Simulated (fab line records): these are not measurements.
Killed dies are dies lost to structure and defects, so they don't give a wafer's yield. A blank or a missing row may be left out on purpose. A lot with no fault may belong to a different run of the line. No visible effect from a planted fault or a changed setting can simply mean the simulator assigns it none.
Chamber matching :: flow n5_finfet :: uv_cure-03 running N5_BEOL_M9_CURE_72: 3 sister chambers
The step cures SiCOH lowk, time 120 s. 3 wafers are shown with their chamber, then 10 later ones without.

EACH WAFER AND ITS CHAMBER
wafer: L085.6
chamber: 1
wafer_temp_C_max: 371.9

wafer: L091.6
chamber: 2
wafer_temp_C_max: 370.9

wafer: L092.4
chamber: 0
wafer_temp_C_max: 371.0

WAFERS WHOSE CHAMBER IS MISSING
wafer: L092.6
wafer_temp_C_max: 371.4

wafer: L094.1
wafer_temp_C_max: 372.0

wafer: L094.2
wafer_temp_C_max: 371.2

wafer: L094.5
wafer_temp_C_max: 371.8

wafer: L097.1
wafer_temp_C_max: 372.4

wafer: L097.3
wafer_temp_C_max: 372.2

wafer: L097.6
wafer_temp_C_max: 372.3

wafer: L097.2
wafer_temp_C_max: 372.2

wafer: L097.4
wafer_temp_C_max: 371.5

wafer: L097.5
wafer_temp_C_max: 373.0

EACH ONE'S CHAMBER
wafer: L092.6
from the rows above: can't be placed: 0 or 1 or 2
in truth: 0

wafer: L094.1
from the rows above: can't be placed: 1 or 0
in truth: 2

wafer: L094.2
from the rows above: can't be placed: 0 or 2 or 1
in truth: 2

wafer: L094.5
from the rows above: can't be placed: 1 or 0 or 2
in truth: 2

wafer: L097.1
from the rows above: can't be placed: 1 or 0
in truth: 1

wafer: L097.3
from the rows above: can't be placed: 1 or 0
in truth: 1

wafer: L097.6
from the rows above: can't be placed: 1 or 0
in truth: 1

wafer: L097.2
from the rows above: can't be placed: 1 or 0
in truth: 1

wafer: L097.4
from the rows above: can't be placed: 1 or 0 or 2
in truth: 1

wafer: L097.5
from the rows above: can't be placed: 1 or 0
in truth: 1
Correct placement for 0 of the 10. Can't be placed from these rows: 10 (the true chamber is among the candidates in 9). Wrongly placed: 0.
How it was worked out, from the rows above alone: a wafer's distance from a chamber is the root of the sum, over the readings, of the square of ((its reading less the chamber's mean) divided by the reading's scatter). If the next closest chamber is less than 2 further off than the closest, the wafer can't be placed; otherwise it belongs to the closest. For every chamber, the mean is computed from those of its wafers that are shown. The scatter: with one shown wafer a chamber, the root of the mean of the squares of how far each hidden wafer lies from its nearest shown one.
